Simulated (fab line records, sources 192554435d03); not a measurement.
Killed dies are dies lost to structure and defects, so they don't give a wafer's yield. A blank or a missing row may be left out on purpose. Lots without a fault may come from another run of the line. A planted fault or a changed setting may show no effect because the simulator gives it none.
fab line records | flow n5_finfet
record lots=7 wafers=39
route steps=1938 shown FIN_SAQP@98 STI_FIN_REVEAL@183 SDB@347 GATE_CUT@510 MOL_CONTACT_COAG@584 BEOL_M4@1037
start_h: hours from the record's first day to the start of the lot's first wafer shown | wait_h: hours since the lot's step before | " the same as in the row above | L1.1+2: a row that stands for several wafers | - no value, or no start given | * or withheld: withheld | < > ~ a bound
route shown NAME@n: a module of which the file shows steps, and the number in the route of the first | usual: mean/standard deviation of fault-free wafers | same: alike in all rows | chamber/n: place in a boat | sites: the reading at each site | _std_site: their standard deviation | _edge_site: outer sites' mean less inner sites' | radius_mm: how far each site lies from the wafer's centre | mask NAME#n: copy n | behind: the tool/chamber that last shaped the wafer | hold: why the lot was held/for how many hours/how that ended | device: the transistor (n, p or np) that didn't switch | end of line: the same wafers' tests at the end of the route | a step without rows: its recipe alone | killed: dies lost to structure and defects at the first sort, not the wafer's yield | map: a wafer's dies, x killed, . not, _ none there
set.NAME: the setting as run; set.NAME@STEP: as run at that earlier step | model.NAME: the simulator's own value behind a step, which no gauge read
lots whose settings were changed on purpose; a table a step, a row a wafer
## steps
# step N5_FIN_SAQP_PECVD_47
# recipe material=a-Si target_thk_a=450 temp_c=400 precursor=SiH4/He pressure_torr=3 rf_w=100 time_s=36.3
# columns lot.wafer tool chamber start_h wait_h set.time_s model.a-Si_of_FIN_SAQP_PECVD_47.thk_nm
L075.1 pecvd-03 1 26.92 0.0 42.38 53.17
L075.2 " 2 " " 36.3 44.42
L075.3 " 2 " " 36.3 45.5
L075.4 " 1 " " 42.38 52.98
L075.5 " 2 " " 42.38 53.56
L075.6 " 1 " " 36.3 45.92
L076.1 pecvd-03 1 33.13 0.0 36.3 44.88
L076.2 " 2 " " 36.3 44.58
L076.3 " 2 " " 36.3 45.38
L076.4 " 1 " " 36.3 45.5
L076.5 " 1 " " 36.3 45.55
L076.6 " 2 " " 36.3 44.85
L082.1 pecvd-01 2 69.03 0.0 55.95 70.39
L082.2 " 0 " " 36.3 44.63
L082.3 " 1 " " 55.95 69.62
L082.4 " 1 " " 36.3 45.53
L082.5 " 2 " " 55.95 71.35
L082.6 " 0 " " 36.3 46.23
L084.1 pecvd-03 2 81.54 0.0 36.3 43.93
L084.4 " 2 " " 36.3 44.47
L084.5 " 2 " " 36.3 44.23
L090.1 pecvd-03 1 117.18 0.0 24.03 28.96
L090.2 " 0 " " 36.3 43.94
L090.3 " 2 " " 24.03 28.04
L090.4+5 " 2,1 " " 36.3 44.94
L090.6 " 0 " " 24.03 28.95
L095.1 pecvd-04 2 147.05 0.0 36.3 44.09
L095.2 " 0 " " 36.3 44.04
L095.3 " 1 " " 36.3 44.87
L095.4 " 1 " " 36.3 45.14
L095.5 " 0 " " 36.3 44.78
L095.6 " 2 " " 36.3 44.89
L097.1 pecvd-03 2 159.73 0.0 36.3 44.92
L097.2 " 0 " " 36.3 44.78
L097.3 " 1 " " 36.3 44.91
L097.4 " 2 " " 36.3 45.58
L097.5 " 1 " " 36.3 45.7
L097.6 " 0 " " 36.3 45.56
# step N5_FIN_SAQP_PECVD_48
# recipe material=SiNx target_thk_a=250 temp_c=400 precursor=SiH4/NH3/N2 pressure_torr=1.5 rf_w=300 time_s=22.1
# step N5_FIN_SAQP_PECVD_06
# recipe material=a-Si target_thk_a=600 temp_c=400 precursor=SiH4/He pressure_torr=3 rf_w=100 time_s=48.1
# step N5_FIN_SAQP_ETCH_57
# recipe chemistry=CH3F/O2 target=SiNx mask_material=SiO2 target_depth_a=325 time_s=46.4 pressure_mtorr=30 source_w=395 bias_w=73 Ar_flow_sccm=150 CH3F_flow_sccm=30 O2_flow_sccm=20 ion_energy_ev=120 ends=cleared
# step N5_FIN_SAQP_ETCH_65
# recipe chemistry=CF4 target=SiO2 target_depth_a=40 ion_energy_ev=350 time_s=4.4 pressure_mtorr=10 icp_w=800 bias_w=400 cf4_flow_sccm=80
# step N5_FIN_SAQP_MANDREL_ETCH_58
# recipe chemistry=HBr/Cl2 target=a-Si target_depth_a=450 bt_time_s=10 stop_on=SiNx mask_material=SiO2 over_etch_frac=0.8 time_s=27 pressure_mtorr=10 icp_w=800 bias_w=75 HBr_flow_sccm=150 Cl2_flow_sccm=80 ends=end_point
# usual oes_product_au=0.696/0.012
# columns lot.wafer tool chamber start_h wait_h set.time_s@FIN_SAQP_PECVD_47 oes_product_au model.etch.depth_nm
L075.1 rie_si-02 0 29.85 0.0 42.38 0.755 53.17
L075.2 " 2 " " 36.3 0.691 44.42
L075.3 " 3 " " 36.3 0.680 45.5
L075.4 " 1 " " 42.38 0.766 52.98
L075.5 " 1 " " 42.38 0.770 53.56
L075.6 " 0 " " 36.3 0.695 45.92
L076.1 rie_si-03 3 36.39 0.0 36.3 0.723 44.88
L076.2 " 0 " " 36.3 0.699 44.58
L076.3 " 1 " " 36.3 0.694 45.38
L076.4 " 2 " " 36.3 0.696 45.5
L076.5 " 2 " " 36.3 0.691 45.55
L076.6 " 1 " " 36.3 0.675 44.85
L082.1 rie_si-02 0 72.01 0.0 55.95 0.903 70.39
L082.2 " 3 " " 36.3 0.679 44.63
L082.3 " 2 " " 55.95 0.896 69.62
L082.4 " 1 " " 36.3 0.700 45.53
L082.5 " 2 " " 55.95 0.912 71.35
L082.6 " 1 " " 36.3 0.708 46.23
L084.1 rie_si-03 0 84.56 0.0 36.3 0.700 43.93
L084.4 " 2 " " 36.3 0.686 44.47
L084.5 " 2 " " 36.3 0.687 44.23
L090.1 rie_si-03 0 120.01 0.0 24.03 0.581 28.96
L090.2 " 1 " " 36.3 0.681 43.94
L090.3 " 2 " " 24.03 0.558 28.04
L090.4 " 3 " " 36.3 0.717 44.94
L090.5 " 1 " " 36.3 0.689 44.94
L090.6 " 0 " " 24.03 0.569 28.95
L095.1 rie_si-01 1 150.33 0.0 36.3 0.700 44.09
L095.2 " 0 " " 36.3 0.691 44.04
L095.3 " 2 " " 36.3 0.685 44.87
L095.4 " 3 " " 36.3 0.687 45.14
L095.5 " 1 " " 36.3 0.696 44.78
L095.6 " 0 " " 36.3 0.688 44.89
L097.1 rie_si-03 2 163.67 0.0 36.3 0.713 44.92
L097.2 " 3 " " 36.3 0.717 44.78
L097.3 " 0 " " 36.3 0.701 44.91
L097.4 " 1 " " 36.3 0.695 45.58
L097.5 " 0 " " 36.3 0.710 45.7
L097.6 " 1 " " 36.3 0.684 45.56
# step N5_STI_FIN_REVEAL_ALD_00
# recipe material=SiO2 target_thk_a=10 temp_c=300 ald_precursor_family=BDEAS ald_co_reactant=O2-plasma pulse_time_s=1 pressure_torr=2
# columns lot.wafer tool chamber start_h wait_h set.target_thk_a model.SiO2_of_STI_FIN_REVEAL_ALD_00.thk_nm
L075.1+3+6 ald_sin-04 1,0,3 33.49 0.0 5.187 0.6
L075.2+4+5 " 3,2,2 " " 10 1
L076.1+2+6 ald_sin-04 0,2,2 39.98 0.0 10 1
L076.3+4+5 " 3,1,3 " " 13.54 1.4
L082.1+2+5 ald_sin-03 2,1,2 75.51 0.0 7.59 0.8
L082.3+4+6 " 0,3,1 " " 10 1
L084.1+4+5 ald_sin-03 0,3,1 89.81 1.6 10 1
L090.1+2+3 ald_sin-03 0,1,3 123.52 0.0 10 1
L090.4+5+6 " 2,1,0 " " 7.103 0.8
L095.1+3+5 ald_sin-04 1,2,3 155.50 1.8 8.455 0.8
L095.2+4+6 " 0,3,0 " " 10 1
L097.1+2+3+4+5+6 ald_sin-02 0,3,1,2,1,2 167.16 0.0 10 1
# step N5_SDB_HM_DEP_00
# recipe material=SiNx target_thk_a=400 temp_c=400 precursor=SiH4/NH3/N2 pressure_torr=1.5 rf_w=300 time_s=35.3
# columns lot.wafer tool chamber start_h wait_h set.time_s model.SiNx_of_SDB_HM_DEP_00.thk_nm
L075.1 pecvd-02 1 76.40 0.0 35.3 39.6
L075.2+5 " 0,2 " " 49.6 56.4
L075.3 " 2 " " 35.3 39.8
L075.4 " 0 " " 35.3 40.8
L075.6 " 1 " " 49.6 57
L076.1 pecvd-03 1 85.27 0.0 35.3 39.2
L076.2+4 " 2,0 " " 35.3 39.6
L076.3 " 0 " " 35.3 40
L076.5 " 1 " " 35.3 39.4
L076.6 " 2 " " 35.3 39.8
L082.1 pecvd-01 1 111.86 0.0 35.3 40.6
L082.2 " 0 " " 18.57 21.2
L082.3 " 2 " " 35.3 39.8
L082.4 " 2 " " 18.57 21.4
L082.5 " 0 " " 18.57 21.6
L082.6 " 1 " " 35.3 40.8
L084.1 pecvd-03 1 127.57 0.0 35.3 38.8
L084.4+5 " 1 " " 35.3 39.6
L090.1 pecvd-03 1 159.22 0.0 40.63 45.6
L090.2 " 0 " " 40.63 46.2
L090.3 " 2 " " 35.3 40
L090.4 " 1 " " 35.3 40.2
L090.5 " 2 " " 35.3 40.6
L090.6 " 0 " " 40.63 46.6
L095.1 pecvd-03 2 193.46 0.0 35.3 39.2
L095.2+3+5 " 0,1,1 " " 43.87 49.2
L095.4 " 2 " " 35.3 39.4
L095.6 " 0 " " 35.3 40.2
L097.1 pecvd-02 0 204.20 0.0 35.3 40.4
L097.2 " 1 " " 35.3 39.2
L097.3 " 1 " " 35.3 39.8
L097.4 " 0 " " 35.3 40.2
L097.5 " 1 " " 35.3 39.6
L097.6 " 0 " " 35.3 40.6
# step N5_SDB_COAT_03
# recipe resist=SOC temp_c=250 time_s=60 spin_rpm=1500 resist_thk_nm=100
# step N5_SDB_COAT_04
# recipe resist=SiARC temp_c=220 time_s=60 spin_rpm=1500 resist_thk_nm=18
# step N5_SDB_STRIP_19
# recipe chemistry=N2/H2 temp_c=40 n2_flow_sccm=200 h2_flow_sccm=200 rf_frequency_hz=6e+07
# step N5_SDB_STRIP_21
# recipe chemistry=CF4 resist=SiARC power_w=300 bias_power_w=75 pressure_mtorr=50 cf4_flow_sccm=150 rf_frequency_hz=6e+07
# step N5_SDB_HM_OPEN_20
# recipe chemistry=CH3F/O2 target=SiNx mask_material=SOC target_depth_a=240 stop_on=poly-Si over_etch_frac=0.4 ion_energy_ev=120 pressure_mtorr=30 source_w=395 bias_w=73 Ar_flow_sccm=150 CH3F_flow_sccm=30 O2_flow_sccm=20
# columns lot.wafer tool chamber start_h wait_h set.time_s@SDB_HM_DEP_00 model.etch.depth_nm
L075.1 rie_diel-02 1 77.43 0.0 35.3 23.69
L075.2 " 0 " " 49.6 33.02
L075.3 " 3 " " 35.3 23.86
L075.4 " 2 " " 35.3 24.79
L075.5 " 1 " " 49.6 33.78
L075.6 " 0 " " 49.6 32.85
L076.1 rie_diel-06 2 86.03 0.0 35.3 23.19
L076.2 " 3 " " 35.3 23.61
L076.3 " 1 " " 35.3 23.94
L076.4 " 0 " " 35.3 23.62
L076.5 " 3 " " 35.3 23.5
L076.6 " 2 " " 35.3 23.77
L082.1 rie_diel-02 1 112.63 0.0 35.3 24.66
L082.2 " 0 " " 18.57 5.17
L082.3 " 3 " " 35.3 23.73
L082.4 " 2 " " 18.57 5.456
L082.5 " 1 " " 18.57 5.519
L082.6 " 0 " " 35.3 24.83
L084.1 rie_diel-05 2 128.42 0.0 35.3 22.87
L084.4 " 1 " " 35.3 23.63
L084.5 " 1 " " 35.3 23.55
L090.1 rie_diel-06 1 159.99 0.0 40.63 29.57
L090.2 " 2 " " 40.63 30.2
L090.3 " 0 " " 35.3 24.03
L090.4 " 3 " " 35.3 24.13
L090.5 " 2 " " 35.3 24.57
L090.6 " 1 " " 40.63 30.67
L095.1 rie_diel-06 3 194.26 0.0 35.3 23.14
L095.2 " 1 " " 43.87 33.23
L095.3 " 2 " " 43.87 33.22
L095.4 " 0 " " 35.3 23.46
L095.5 " 0 " " 43.87 33.03
L095.6 " 1 " " 35.3 24.15
L097.1 rie_diel-02 1 205.27 0.0 35.3 24.35
L097.2 " 2 " " 35.3 23.24
L097.3 " 0 " " 35.3 23.8
L097.4 " 3 " " 35.3 24.29
L097.5 " 3 " " 35.3 23.53
L097.6 " 0 " " 35.3 24.52
# step N5_SDB_STRIP_22
# recipe chemistry=N2/H2 power_w=1000 temp_c=250 h2_frac=0.65 overash_fraction=0.3 pressure_mtorr=withheld n2_flow_sccm=1750 h2_flow_sccm=3250
# step N5_SDB_PRECLEAN_23
# recipe chemistry=dHF time_s=30 temp_c=25 dilution=withheld
# step N5_SDB_DUMMY_REMOVE_24
# recipe chemistry=TMAH temp_c=70 target=poly-Si stop_on=SiO2 target_depth_nm=142 conc_wt_pct=5 time_s=57 dry=ipa_marangoni rinse_time_s=30 rinse_temp_c=23
# step N5_SDB_ETCH_25
# recipe chemistry=C4F6/O2 target=SiO2 target_depth_a=100 time_s=3.3 ion_energy_ev=250 mask_material=SiNx pressure_mtorr=30 source_w=345 bias_w=185 Ar_flow_sccm=300 C4F6_flow_sccm=10 O2_flow_sccm=10
# step N5_SDB_CUT_ETCH_26
# recipe chemistry=HBr/Cl2/O2 target=Si target_depth_a=1296 bt_time_s=20 mask_material=SiNx time_s=51.8 ion_energy_ev=* bias_w=* pressure_mtorr=10 icp_w=800 HBr_flow_sccm=150 Cl2_flow_sccm=80 O2_flow_sccm=12
# columns lot.wafer tool chamber start_h wait_h set.time_s@SDB_HM_DEP_00 model.SiNx_of_SDB_HM_DEP_00.thk_nm
L075.1 rie_si-02 3 77.84 0.1 35.3 21.4
L075.2+6 " 0,3 " " 49.6 39
L075.3 " 1 " " 35.3 22
L075.4 " 2 " " 35.3 23
L075.5 " 2 " " 49.6 38.8
L076.1 rie_si-02 3 86.42 0.1 35.3 21
L076.2 " 1 " " 35.3 22
L076.3+6 " 0 " " 35.3 22.6
L076.4+5 " 2,1 " " 35.3 21.8
L082.1 rie_si-02 0 113.01 0.1 35.3 23.2
L082.2 " 1 " " 18.57 3.4
L082.3 " 3 " " 35.3 21.4
L082.4 " 2 " " 18.57 3.6
L082.5 " 3 " " 18.57 3.2
L082.6 " 0 " " 35.3 23.4
L084.1 rie_si-02 0 129.36 0.1 35.3 21.2
L084.4+5 " 1,0 " " 35.3 22
L090.1 rie_si-01 1 160.84 0.1 40.63 27.2
L090.2 " 0 " " 40.63 28.4
L090.3 " 3 " " 35.3 22.6
L090.4 " 2 " " 35.3 21.6
L090.5 " 1 " " 35.3 22.2
L090.6 " 2 " " 40.63 28.2
L095.1 rie_si-03 0 194.65 0.1 35.3 21.2
L095.2 " 2 " " 43.87 32.2
L095.3+5 " 1 " " 43.87 31.4
L095.4 " 3 " " 35.3 21.8
L095.6 " 2 " " 35.3 23
L097.1 rie_si-03 1 205.67 0.1 35.3 22.4
L097.2 " 3 " " 35.3 21.6
L097.3+5 " 0,3 " " 35.3 21.8
L097.4 " 2 " " 35.3 23.4
L097.6 " 0 " " 35.3 22.6
# step N5_GATE_CUT_ALD_22
# recipe material=SiNx target_thk_a=160 temp_c=400 ald_precursor_family=SiH2I2 ald_co_reactant=N2/H2-plasma pulse_time_s=1 ald_cycles=320 purge_time_s=2 co_reactant_purge_time_s=2 pressure_torr=2
# columns lot.wafer tool chamber start_h wait_h set.ald_cycles model.SiNx_of_GATE_CUT_ALD_22.thk_nm
L075.1+2+3 ald_sin-04 1,2,0 95.57 0.4 320 16
L075.4+5 " 3 " " 209 10.6
L075.6 " 2 " " 209 10.4
L076.1+4+5 ald_sin-02 1,2,0 104.95 0.0 320 16
L076.2 " 3 " " 162 7.8
L076.3 " 0 " " 162 8.2
L076.6 " 1 " " 162 8
L082.1+6 ald_sin-02 2,1 130.50 0.0 445 22.2
L082.2+5 " 1,0 " " 320 16
L082.3 " 3 " " 320 15.8
L082.4 " 0 " " 445 22.4
L084.1+5 ald_sin-04 0,1 147.80 0.0 320 16
L084.4 " 3 " " 320 16.2
L090.1+2+4 ald_sin-04 3,0,2 178.97 0.0 192 9.6
L090.3+5+6 " 1,0,3 " " 320 16
L095.1+5 ald_sin-04 3,0 212.69 0.0 373 18.6
L095.2 " 0 " " 320 16
L095.3+6 " 2,1 " " 320 16.2
L095.4 " 1 " " 373 18.8
L097.1+3 ald_sin-04 1,2 223.09 0.0 496 24.8
L097.2 " 0 " " 496 24.6
L097.4+5+6 " 3,2,1 " " 320 16
# step N5_MOL_CONTACT_COAG_ETCHBACK_135
# recipe chemistry=CHF3 target=SiO2 target_depth_a=250 time_s=16.7 ion_energy_ev=200 pressure_mtorr=30 source_w=610 bias_w=170 Ar_flow_sccm=200 CHF3_flow_sccm=50
# columns lot.wafer tool chamber start_h wait_h set.time_s model.SOC_of_MOL_CONTACT_COAG_COAT_75.thk_nm
L075.1+2+6 rie_diel-05 2,0,2 108.18 0.0 16.7 57.2
L075.3+5 " 1,3 " " 16.7 57.4
L075.4 " 3 " " 16.7 57
L076.1+2 rie_diel-05 2,0 123.01 0.0 9.876 58.2
L076.3 " 3 " " 9.876 58.4
L076.4 " 3 " " 16.7 57.2
L076.5 " 0 " " 16.7 57
L076.6 " 2 " " 16.7 57.4
L082.1+2+6 rie_diel-06 0,1,3 146.34 0.0 16.7 57.8
L082.3+4 " 3,1 " " 24.86 56.4
L082.5 " 0 " " 24.86 56.6
L084.1+4 rie_diel-05 3,1 164.35 0.0 16.7 57.2
L084.5 " 0 " " 16.7 57.4
L090.1+5 rie_diel-02 1,2 193.18 0.0 24.04 56.2
L090.2 " 0 " " 16.7 57.4
L090.3 " 2 " " 16.7 57.2
L090.4 " 0 " " 24.04 56.4
L090.6 " 1 " " 16.7 57.6
L095.1+2+3+4+6 rie_diel-06 2,1,0,3,0 226.70 0.0 16.7 57.2
L095.5 " 3 " " 16.7 57.4
L097.1 rie_diel-06 3 238.60 0.0 22.5 56.8
L097.2 " 2 " " 16.7 57.2
L097.3 " 0 " " 16.7 57.4
L097.4 " 2 " " 22.5 56.2
L097.5 " 3 " " 22.5 56.6
L097.6 " 0 " " 16.7 57.6
# step N5_BEOL_M4_DESCUM_16
# recipe chemistry=O2 time_s=7 source_power_w=50 bias_power_w=20 pressure_mtorr=20 rf_frequency_hz=2.712e+07 temp_c=40 resist=CAR-EUV o2_flow_sccm=225
# columns lot.wafer tool chamber start_h wait_h set.time_s model.CAR-EUV_of_BEOL_M4_COAT_05.thk_nm
L075.1+4+5 rie_diel-02 0,1,2 189.16 0.0 7 26
L075.2+3+6 " 2,1,0 " " 10.27 24.4
L076.1+3+6 rie_diel-06 1,0,1 192.98 0.0 7 26
L076.2 " 3 " " 11.03 24.2
L076.4+5 " 2,0 " " 11.03 24
L082.1+5 rie_diel-05 0 235.87 0.4 9.299 24.8
L082.2+4+6 " 2 " " 7 26
L082.3 " 0 " " 9.299 25
L084.1 rie_diel-02 0 241.73 0.1 7 26.2
L084.4+5 " 3 " " 7 26
L090.1 rie_diel-05 1 277.56 0.0 9.781 25
L090.2+4+6 " 0,2,3 " " 7 26.2
L090.3+5 " 3,2 " " 9.781 24.8
L095.1+3+4 rie_diel-06 2,0,1 311.19 0.0 10.77 24.2
L095.2+6 " 3,0 " " 7 26
L095.5 " 3 " " 7 26.2
L097.1+3+4 rie_diel-06 2,3,0 331.29 0.5 7 26.2
L097.2+5+6 " 1,1,0 " " 7 26
# step N5_BEOL_M4_ETCH_74
# recipe chemistry=N2/H2 target=underlayer target_depth_a=65 mask_material=CAR-EUV time_s=5.2 ion_energy_ev=200 pressure_mtorr=30 source_w=840 bias_w=150 n2_flow_sccm=200 h2_flow_sccm=200 ends=cleared
# step N5_BEOL_M4_ETCH_63
# recipe chemistry=CF4 target=SiARC target_depth_a=156 mask_material=CAR-EUV time_s=26 ion_energy_ev=80 pressure_mtorr=40 source_w=545 bias_w=36 Ar_flow_sccm=100 cf4_flow_sccm=100 ends=cleared
# columns lot.wafer tool chamber start_h wait_h set.time_s@BEOL_M4_DESCUM_16 model.CAR-EUV_of_BEOL_M4_COAT_05.thk_nm
L075.1 rie_diel-02 0 189.21 0.0 7 11.2
L075.2+3 " 2,1 " " 10.27 9.4
L075.4+5 " 1,2 " " 7 11
L075.6 " 0 " " 10.27 9.6
L076.1+3+6 rie_diel-06 1,0,1 193.03 0.0 7 11
L076.2+4 " 3,2 " " 11.03 9.2
L076.5 " 0 " " 11.03 9
L082.1+5 rie_diel-05 0 235.95 0.0 9.299 9.8
L082.2 " 2 " " 7 10.8
L082.3 " 0 " " 9.299 10
L082.4+6 " 2 " " 7 11
L084.1 rie_diel-02 0 241.78 0.0 7 11.2
L084.4+5 " 3 " " 7 11
L090.1 rie_diel-05 1 277.61 0.0 9.781 10
L090.2+4+6 " 0,2,3 " " 7 11.2
L090.3+5 " 3,2 " " 9.781 9.8
L095.1+4 rie_diel-06 2,1 311.24 0.0 10.77 9.4
L095.2+6 " 3,0 " " 7 11
L095.3 " 0 " " 10.77 9.2
L095.5 " 3 " " 7 11.2
L097.1+2+4+5 rie_diel-06 2,1,0,1 331.34 0.0 7 11.2
L097.3 " 3 " " 7 11.4
L097.6 " 0 " " 7 11
## key
split step=N5_FIN_SAQP_PECVD_47 setting=time_s stated=36.3 by=wafer
response step=N5_FIN_SAQP_PECVD_47 reading=model.a-Si_of_FIN_SAQP_PECVD_47.thk_nm change=+0.465 per=1% r=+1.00
response step=N5_FIN_SAQP_MANDREL_ETCH_58 reading=oes_product_au change=+0.00385 per=1% r=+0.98
response step=N5_FIN_SAQP_MANDREL_ETCH_58 reading=model.etch.depth_nm change=+0.465 per=1% r=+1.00
split step=N5_STI_FIN_REVEAL_ALD_00 setting=target_thk_a stated=10 by=wafer
response step=N5_STI_FIN_REVEAL_ALD_00 reading=model.SiO2_of_STI_FIN_REVEAL_ALD_00.thk_nm change=+0.00901 per=1% r=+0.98
split step=N5_SDB_HM_DEP_00 setting=time_s stated=35.3 by=wafer
response step=N5_SDB_HM_DEP_00 reading=model.SiNx_of_SDB_HM_DEP_00.thk_nm change=+0.402 per=1% r=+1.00
response step=N5_SDB_HM_OPEN_20 reading=model.etch.depth_nm change=+0.338 per=1% r=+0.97
response step=N5_SDB_CUT_ETCH_26 reading=model.SiNx_of_SDB_HM_DEP_00.thk_nm change=+0.407 per=1% r=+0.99
split step=N5_GATE_CUT_ALD_22 setting=ald_cycles stated=320 by=wafer
response step=N5_GATE_CUT_ALD_22 reading=model.SiNx_of_GATE_CUT_ALD_22.thk_nm change=+0.16 per=1% r=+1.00
split step=N5_MOL_CONTACT_COAG_ETCHBACK_135 setting=time_s stated=16.7 by=wafer
response step=N5_MOL_CONTACT_COAG_ETCHBACK_135 reading=model.SOC_of_MOL_CONTACT_COAG_COAT_75.thk_nm change=-0.0262 per=1% r=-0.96
split step=N5_BEOL_M4_DESCUM_16 setting=time_s stated=7 by=wafer
response step=N5_BEOL_M4_DESCUM_16 reading=model.CAR-EUV_of_BEOL_M4_COAT_05.thk_nm change=-0.0341 per=1% r=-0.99
response step=N5_BEOL_M4_ETCH_63 reading=model.CAR-EUV_of_BEOL_M4_COAT_05.thk_nm change=-0.0329 per=1% r=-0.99
